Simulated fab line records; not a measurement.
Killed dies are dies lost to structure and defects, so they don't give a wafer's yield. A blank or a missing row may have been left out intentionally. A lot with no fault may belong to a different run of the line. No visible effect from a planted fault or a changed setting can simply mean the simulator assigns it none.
fab line records	flow nandHarc
record: lots: 13	wafers: 39	lastDay: 33
route steps=1302 shown A_CHANNEL_HOLE_D1@470 A_CHANNEL_FILL_D1@495
lots untouched by any fault: they come from a run of this same line in which no faults occurred
startH: hours from the record's first day to the start of the lot's first wafer shown	waitH: hours since the lot's step before	" the same as in the row above	L1.1+2: one row covering several wafers at once	- either no value or no given start	* or withheld: withheld	< > ~ a bound
route shown NAME@n: a module of which the file shows steps, and the number in the route of the first	usual: mean/standard deviation taken from wafers without a fault	same: alike in all rows	chamber/n: place in a boat	sites: the reading at each site	_std_site: standard deviation across them	_edge_site: inner sites' mean taken away from outer sites' mean	radiusMm: how far each site lies from the wafer's centre	mask NAME#n: copy n	behind: the most recent tool/chamber to have shaped the wafer	hold: why the lot was held/for how many hours/how that ended	device: transistor that didn't switch, given as n, p or np	end of line: tests run on the same wafers once the route is complete	where a step has no rows: the recipe by itself	killed: at the first sort, the dies lost to defects and structure; wafer yield is something else	map: a wafer's dies, x killed, . not, _ none there
set.NAME: the run value of the setting; set.NAME@STEP: its run value at that earlier step	model.NAME: the simulator's own value behind a step, which no gauge read
one table for each step of the route and one row for each wafer, over a sample of lots
services: when a tool's chamber went out of use (startH, in hours from the record's first day, below 0 if earlier), for how many hours, and the reason
== steps ==
step: NHARC_A_CHANNEL_HOLE_D1_CD_MEAS_18
usual: cdNm: 99.9/2.4
lot.wafer	tool	chamber	startH	waitH	cdNm
L856.2	cdSem-03	-	198.51	-	103.3
L856.4	"	-	"	"	102.3
L856.6	"	-	"	"	102.0
L857.2	cdSem-02	-	200.63	-	96.5
L857.3	"	-	"	"	103.6
L857.5	"	-	"	"	95.5
L858.1	cdSem-03	-	211.55	-	97.9
L858.3	"	-	"	"	100.5
L858.4	"	-	"	"	97.5
L859.1	cdSem-02	-	225.96	-	100.3
L859.5	"	-	"	"	102.2
L859.6	"	-	"	"	99.0
L861.1	cdSem-03	-	250.02	-	102.1
L861.2	"	-	"	"	94.4
L861.3	"	-	"	"	98.9
L862.1	cdSem-03	-	250.47	-	97.0
L862.3	"	-	"	"	94.6
L862.6	"	-	"	"	97.4
L864.2	cdSem-02	-	266.90	0.7	97.7
L864.4	"	-	"	"	100.4
L864.5	"	-	"	"	100.3
L865.1	cdSem-01	-	283.90	-	98.4
L865.3	"	-	"	"	97.9
L865.6	"	-	"	"	96.7
L866.1	cdSem-01	-	288.59	-	101.5
L866.2	"	-	"	"	97.4
L866.6	"	-	"	"	102.5
L870.2	cdSem-03	-	336.48	-	101.0
L870.4	"	-	"	"	102.4
L870.6	"	-	"	"	96.2
L872.2	cdSem-01	-	354.66	-	98.1
L872.5	"	-	"	"	96.7
L872.6	"	-	"	"	100.5
L875.3	cdSem-02	-	389.16	-	100.2
L875.5	"	-	"	"	101.0
L875.6	"	-	"	"	99.3
L877.2	cdSem-02	-	402.51	-	103.7
L877.5	"	-	"	"	100.9
L877.6	"	-	"	"	106.3
step: NHARC_A_CHANNEL_HOLE_D1_ETCH_21
recipe: biasV: 3000	sourceW: withheld	pressureMtorr: 20	timeS: 514.3	arFlowSccm: 375	c4f8FlowSccm: 89.3	o2FlowSccm: 35.7	tempC: -20	targetDepthA: 16000	chemistry: C4F8/O2/Ar
usual: chamberPressureMTorr: 20.001/0.018	drypumpMotorCurrentA: 5.5/0.32	heBacksideLeakSccm: 6.1/0.44	showerheadPlenumPTorr: 3.66/0.081	throttleValvePct: 32.154/0.0084
lot.wafer	tool	chamber	startH	waitH	chamberPressureMTorr	drypumpMotorCurrentA	heBacksideLeakSccm	rfHoursCounterH	showerheadPlenumPTorr	throttleValvePct
L856.2	harEtch-01	1	199.08	0.3	20.011	5.9	6.2	92	3.71	32.156
L856.4	"	0	"	"	20.030	5.5	5.5	-	3.73	32.164
L856.6	"	0	"	"	20.004	5.5	5.5	-	3.73	32.166
L857.2	harEtch-02	0	201.30	0.3	19.967	5.6	6.3	302	3.71	32.156
L857.3	"	0	"	"	19.984	5.6	6.2	-	3.71	32.159
L857.5	"	1	"	"	19.996	4.9	5.9	-	3.54	32.152
L858.1	harEtch-02	0	212.12	0.3	19.972	5.6	6.2	306	3.71	32.153
L858.3	"	1	"	"	20.011	4.9	5.7	-	3.53	32.150
L858.4	"	0	"	"	19.969	5.6	5.9	-	3.71	32.150
L859.1	harEtch-02	1	231.02	0.3	19.998	4.9	6.1	321	3.53	32.168
L859.5	"	1	"	"	19.991	4.9	6.3	-	3.52	32.167
L859.6	"	0	"	"	19.954	5.6	6.3	-	3.70	32.167
L861.1	harEtch-01	1	250.52	0.3	19.994	5.8	6.6	119	3.70	32.159
L861.2	"	0	"	"	20.009	5.5	5.6	119	3.72	32.166
L861.3	"	1	"	"	19.975	5.8	6.3	-	3.70	32.134
L862.1	harEtch-02	1	250.97	0.3	20.009	4.9	6.0	329	3.52	32.145
L862.3	"	1	"	"	20.005	4.9	6.0	-	3.52	32.163
L862.6	"	1	"	"	19.983	4.9	6.0	-	3.52	32.153
L864.2	harEtch-01	1	267.44	0.3	19.993	5.8	6.6	130	3.69	32.158
L864.4	"	1	"	"	19.997	5.8	6.2	-	3.69	32.159
L864.5	"	0	"	"	19.979	5.5	5.6	-	3.71	32.144
L865.1	harEtch-02	0	286.68	0.3	20.011	5.6	6.5	352	3.69	32.159
L865.3	"	0	"	"	20.022	5.6	6.5	-	3.69	32.158
L865.6	"	1	"	"	20.026	4.9	6.1	-	3.51	32.154
L866.2	harEtch-01	1	289.09	0.3	20.028	5.8	6.3	145	3.68	32.153
L866.1	"	0	"	"	19.984	5.5	5.9	145	3.70	32.158
L866.6	"	1	"	"	19.968	5.8	6.3	-	3.68	32.146
L870.2	harEtch-02	0	336.98	0.3	20.018	5.6	6.7	379	3.67	32.144
L870.4	"	1	"	"	20.008	4.9	5.7	-	3.49	32.151
L870.6	"	1	"	"	20.011	4.9	5.9	-	3.49	32.158
L872.2	harEtch-01	1	355.16	0.3	19.993	5.8	6.7	180	3.66	32.148
L872.5	"	1	"	"	20.019	5.8	7.0	-	3.66	32.164
L872.6	"	0	"	"	19.991	5.5	5.8	-	3.68	32.145
L875.3	harEtch-01	1	389.88	0.3	20.019	5.8	7.1	-	3.65	32.154
L875.6	"	0	"	"	19.991	5.5	6.0	-	3.67	32.158
L875.5	"	1	"	"	19.996	5.8	6.6	-	3.65	32.160
L877.2	harEtch-01	0	405.56	0.3	19.972	5.5	6.0	218	3.66	32.163
L877.6	"	0	"	"	20.001	5.5	6.1	-	3.66	32.161
L877.5	"	1	"	"	20.028	5.8	6.5	-	3.64	32.148
step: NHARC_A_CHANNEL_FILL_D1_ALD_15
recipe: targetThkA: 20	pulseTimeS: 60	aldCycles: 19	tempC: 630	pressureTorr: 2	material: SiNx
usual: aldCycles: 19/0	chamberPressureTorr: 2.000/0.0039	precursorPulseHeightRel: 1.000/0.02
lot.wafer	tool	chamber	startH	waitH	aldCycles	chamberPressureTorr	precursorPulseHeightRel
L856.2	aldSinBatch-02	0	216.58	-	19	2.002	1.027
L856.4	"	0	"	"	19	2.000	1.001
L856.6	"	0	"	"	19	2.003	1.024
L857.2	aldSinBatch-02	0	216.58	-	19	1.991	1.011
L857.3	"	0	"	"	19	1.997	1.024
L857.5	"	0	"	"	19	1.996	0.967
L858.1	aldSinBatch-02	0	227.66	-	19	2.003	0.975
L858.3	"	0	"	"	19	1.998	0.991
L858.4	"	0	"	"	19	2.006	0.986
L859.1	aldSinBatch-02	0	244.60	-	19	1.999	1.016
L859.5	"	0	"	"	19	1.998	1.008
L859.6	"	0	"	"	19	1.995	1.019
L861.1	aldSinBatch-01	0	266.12	-	19	2.000	1.003
L861.2	"	0	"	"	19	2.005	0.989
L861.3	"	0	"	"	19	2.005	0.993
L862.1	aldSinBatch-01	0	266.12	-	19	2.002	1.024
L862.3	"	0	"	"	19	2.001	1.028
L862.6	"	0	"	"	19	2.001	0.965
L864.2	aldSinBatch-03	0	289.05	-	19	2.001	0.998
L864.4	"	0	"	"	19	2.004	0.974
L864.5	"	0	"	"	19	1.999	0.980
L865.1	aldSinBatch-01	0	302.51	-	19	1.996	0.960
L865.3	"	0	"	"	19	2.003	1.007
L865.6	"	0	"	"	19	1.999	1.026
L866.1	aldSinBatch-01	0	302.51	-	19	1.994	1.030
L866.2	"	0	"	"	19	1.996	0.986
L866.6	"	0	"	"	19	1.998	1.019
L870.2	aldSinBatch-01	0	352.63	-	17	2.002	1.029
L870.4	"	0	"	"	17	2.003	0.984
L870.6	"	0	"	"	17	2.004	0.966
L872.2	aldSinBatch-01	0	370.75	-	17	2.002	1.005
L872.5	"	0	"	"	17	2.003	0.960
L872.6	"	0	"	"	17	1.994	0.997
L875.3	aldSinBatch-02	0	405.34	-	19	2.001	0.999
L875.5	"	0	"	"	19	2.008	0.984
L875.6	"	0	"	"	19	2.007	1.010
L877.2	aldSinBatch-03	0	421.21	-	19	2.002	1.020
L877.5	"	0	"	"	19	1.999	0.998
L877.6	"	0	"	"	19	1.995	1.000
step: NHARC_A_CHANNEL_FILL_D1_CMP_10
recipe: targetThkNm: 150
usual: motorCurrentA: 12.7/1.2	timeToEndpointS: 16/3.1
lot.wafer	tool	chamber	startH	waitH	motorCurrentA	timeToEndpointS
L856.2	cmp-02	3	255.78	0.4	13.5	17
L856.4	"	1	"	"	13.4	18
L856.6	"	2	"	"	11.0	19
L857.3	cmp-03	3	255.78	0.4	11.6	14
L857.2	"	0	"	"	12.5	16
L857.5	"	2	"	"	11.6	12
L858.4	cmp-03	2	268.74	0.4	12.8	12
L858.1	"	0	"	"	12.2	12
L858.3	"	1	"	"	13.3	11
L859.1	cmp-03	1	282.91	0.4	12.2	13
L859.5	"	3	"	"	11.6	10
L859.6	"	0	"	"	12.1	10
L862.3	cmp-02	3	303.51	0.4	13.8	18
L862.1	"	2	"	"	11.0	18
L862.6	"	0	"	"	12.4	17
L861.1	cmp-03	1	303.51	0.4	13.1	14
L861.2	"	2	"	"	12.7	14
L861.3	"	3	"	"	11.2	14
L864.4	cmp-03	2	326.41	0.4	11.8	15
L864.2	"	0	"	"	13.1	15
L864.5	"	2	"	"	12.4	13
L865.1	cmp-01	0	341.48	0.4	15.8	15
L865.3	"	1	"	"	12.7	17
L865.6	"	1	"	"	12.5	18
L866.2	cmp-02	2	341.51	0.4	10.9	18
L866.1	"	0	"	"	11.8	19
L866.6	"	1	"	"	13.6	17
L870.2	cmp-01	3	391.14	0.4	12.0	18
L870.4	"	0	"	"	15.9	14
L870.6	"	3	"	"	12.4	20
L872.2	cmp-02	1	409.56	0.4	14.1	17
L872.5	"	0	"	"	11.9	18
L872.6	"	1	"	"	14.8	17
L875.3	cmp-01	1	442.88	0.4	12.1	16
L875.6	"	2	"	"	13.3	18
L875.5	"	3	"	"	12.2	16
L877.2	cmp-01	0	461.98	0.4	15.0	12
L877.6	"	0	"	"	14.8	11
L877.5	"	1	"	"	12.5	15
== services ==
tool	chamber	startH	hours	kind
cmp-01	-	185.50	4.0	pm
cmp-01	-	191.35	1.1	repair
cmp-01	-	194.96	4.6	repair
cmp-01	-	214.56	1.6	repair
cmp-02	-	216.66	0.6	repair
cmp-02	-	230.80	1.7	repair
cmp-01	-	231.10	5.9	repair
cmp-02	-	234.21	4.0	pm
cmp-03	-	260.00	4.0	pm
aldSinBatch-02	-	266.00	26.0	pm
cmp-01	-	283.41	0.8	repair
cmp-01	-	314.19	4.7	repair
cmp-02	-	332.21	4.0	pm
cmp-03	-	358.00	4.0	pm
harEtch-02	-	377.00	17.0	pm
harEtch-02	0	377.00	17.0	ventCycle
cmp-01	-	382.19	4.0	pm
cmp-03	-	387.27	10.0	repair
cmp-01	-	396.42	3.5	repair
cmp-02	-	415.26	0.8	repair
aldSinBatch-02	-	425.05	8.3	repair
cmp-02	-	430.21	4.0	pm
cmp-03	-	435.39	1.8	repair
cmp-03	-	456.00	4.0	pm
== key ==
firstSign: step: NHARC_A_CHANNEL_FILL_D1_ALD_15	reading: aldCycles	direction: down	sigmas: 99+	usual: 19	struck: 17
effect none on later readings
metAt NHARC_A_CHANNEL_FILL_D1_ALD_15
struckLots L870,L872
testerLeftOut L870,L872
notActingAt NHARC_A_CHANNEL_HOLE_D1_CD_MEAS_18,NHARC_A_CHANNEL_HOLE_D1_ETCH_21,NHARC_A_CHANNEL_FILL_D1_CMP_10
onsetBetween 302.51 352.63
fault: kind: processParameterDrift	tool: aldSinBatch-01	chamber: -	onsetH: 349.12	steps: NHARC_A_CHANNEL_FILL_D1_ALD_15	channel: aldCycles	offset: -2	shape: step	endH: 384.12	actsIn: theseRecipesOnly	stated: 19
testerLeftOut: of these lots the tester's yield and bins aren't shown, on N5 and GAA mostly nor the transistor test; their killed dies are dies lost to structure and defects alone, not to doping, threshold or leakage, so they don't give the yield
